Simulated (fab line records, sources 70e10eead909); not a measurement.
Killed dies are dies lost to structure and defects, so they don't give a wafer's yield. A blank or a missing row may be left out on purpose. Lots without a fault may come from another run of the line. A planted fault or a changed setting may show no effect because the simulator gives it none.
Chamber matching | flow nand_harc | NHARC_P_CONTACT_ALD_22 on ald_metal-02: 4 sister chambers
The step deposits TiN, target thk 3 nm, pulse time 1 s, ald cycles 150. 20 wafers are shown with their chamber, then 10 later ones without.

WAFERS WITH THEIR CHAMBER
wafer  | chamber | heater_power_w (W) | precursor_pulse_height_rel
L076.2 | 1       | 1021               | 1.015
L076.3 | 2       | 960                | 0.999
L076.4 | 3       | 947                | 1.044
L076.1 | 0       | 1082               | 1.010
L076.5 | 1       | 1003               | 0.985
L076.6 | 2       | 981                | 1.014
L078.3 | 3       | 969                | 0.993
L078.5 | 0       | 1080               | 1.006
L078.6 | 3       | 958                | 0.984
L082.2 | 0       | 1091               | 1.025
L082.3 | 1       | 990                | 0.979
L082.5 | 3       | 956                | 0.992
L084.1 | 0       | 1082               | 0.996
L084.2 | 3       | 946                | 1.010
L084.6 | 1       | 1022               | 1.003
L086.1 | 1       | 1014               | 0.986
L086.4 | 0       | 1082               | 0.999
L086.5 | 2       | 943                | 1.000
L089.1 | 0       | 1115               | 0.998
L089.3 | 1       | 1022               | 1.012

SIGNATURES (means of the wafers above)
reading                    | chamber 0 | chamber 1 | chamber 2 | chamber 3 | scatter within a chamber
heater_power_w             | 1088.67   | 1012.00   | 961.33    | 955.20    | 13.3
precursor_pulse_height_rel | 1.00567   | 0.99667   | 1.00433   | 1.00460   | 0.0162
Rule: a wafer's distance from a chamber is the root of the sum, over the readings, of the square of ((its reading less the chamber's mean) divided by the reading's scatter). The wafer belongs to the nearest chamber; if the next one is less than 2 further off, it can't be placed. The scatter: the root of (the sum of the squares of (reading less its chamber's mean) over the shown wafers, divided by (wafers less chambers)).

WAFERS WITHOUT THEIR CHAMBER
wafer  | heater_power_w (W) | precursor_pulse_height_rel
L089.5 | 1004               | 1.012
L090.3 | 988                | 1.004
L090.4 | 1138               | 1.014
L090.5 | 1136               | 0.996
L094.1 | 991                | 0.979
L094.3 | 1003               | 0.979
L094.4 | 1134               | 0.990
L097.1 | 1161               | 0.952
L097.2 | 971                | 0.996
L097.4 | 975                | 0.943

WHICH CHAMBER EACH WENT THROUGH
wafer  | from the rows above          | in truth
L089.5 | 1                            | 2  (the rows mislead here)
L090.3 | can't be placed: 1 or 2 or 3 | 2
L090.4 | 0                            | 0
L090.5 | 0                            | 0
L094.1 | can't be placed: 1 or 2 or 3 | 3
L094.3 | 1                            | 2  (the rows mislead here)
L094.4 | 0                            | 0
L097.1 | 0                            | 0
L097.2 | can't be placed: 2 or 3      | 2
L097.4 | can't be placed: 2 or 3 or 1 | 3
Placed correctly: 4 of 10. Can't be placed from these rows: 4 (the true chamber is among the candidates in 4). Placed wrongly: 2.
